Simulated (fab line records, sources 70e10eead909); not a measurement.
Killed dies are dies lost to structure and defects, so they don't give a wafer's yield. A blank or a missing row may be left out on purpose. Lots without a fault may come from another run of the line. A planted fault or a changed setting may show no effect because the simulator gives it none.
Problem report in the 8D (eight disciplines) form, filled by code | flow nand_harc | the parts of the form that need people (team, actions taken, sign-off) are left out

1. THE PROBLEM
thk_nm at NHARC_A_ONON_D2_THK_MEAS_27 reads a mean of 1349 nm on 3 wafers of 2 lots; wafers without a fault read 1005 nm with a standard deviation of 11. That is +31 standard deviations from the usual mean.
The step: measures by ellipsometry.
First seen on wafer L899.3, day 17 21:23, on film_metro-01. The record holds 42 wafers of 14 lots with a number at this step. Rule for "out", or "out of limits": more than 4 standard deviations from the usual mean. The other wafers with a number count as sound.

2. WHAT IT IS AND WHAT IT IS NOT
question                    | is                           | is not
which readings at this step | thk_nm                       | -
which lots                  | L899, L902                   | L887, L889, L891, L893, L894, L895, L896, L897, L900, L904, L909, L910
which wafers of those lots  | L899.3, L899.4, L902.4       | L899.1, L902.2, L902.5
read on which gauges        | film_metro-01, film_metro-02 | -
when                        | from day 17 21:23            | up to then (28 sound wafers); but 11 sound wafers of L902, L904, L909, L910 came after

3. SUSPECTS, AND WHAT RULES EACH OUT
Counting: a tool at a process step up to the reading stays a suspect if it ran every lot that is out. Sound lots after the first of them don't rule it out here, since some wafers of a struck lot are sound.
- the gauge at NHARC_A_ONON_D2_THK_MEAS_27: ruled out. The wafers that are out were read on 2 gauges (film_metro-01, film_metro-02).
- pecvd_onon-04 at NHARC_A_ONON_D2_DEP_25 (target thk 1000 nm): kept. It ran every lot that is out, first L899 (day 17 20:53); its last sound lot up to then is L897 (day 17 10:00).
Left after counting: pecvd_onon-04 at NHARC_A_ONON_D2_DEP_25.

4. THE CAUSE (what the simulator had put in)
Process parameter drift: pecvd_onon-04, from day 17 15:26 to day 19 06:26, at NHARC_A_ONON_D2_DEP_25. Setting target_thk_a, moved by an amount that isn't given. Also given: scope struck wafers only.
Counting left only this tool.

5. THE CHAIN OF EFFECTS, in route order
Each row: a reading whose mean over the struck wafers that have a number lies more than 3 standard deviations from the usual. Only readings for which the record gives a usual standard deviation are gone through. hours: the time from each lot's start at the first step in this table that gives one to its start at this step, as a median over the lots. sigmas: the change in usual standard deviations.
hours | step                        | reading         | usual   | on struck wafers | change | sigmas
0     | NHARC_A_ONON_D2_THK_MEAS_27 | thk_nm          | 1005 nm | 1349             | +344   | +31
292   | NHARC_END_SORT_01           | killed_at_array | 56      | 672              | +616   | +32
292   | NHARC_END_SORT_01           | killed_dies     | 61      | 677              | +616   | +32

6. WHAT WOULD HAVE CAUGHT IT SOONER
In this record the first reading out of limits at a measuring or inspecting step was taken at day 17 21:23, 6 hours after the fault began at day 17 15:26.
Of the lots that are out (2), L902 began NHARC_A_ONON_D2_DEP_25 on pecvd_onon-04 after day 17 21:23. A hold on the tool at that time would have spared it.
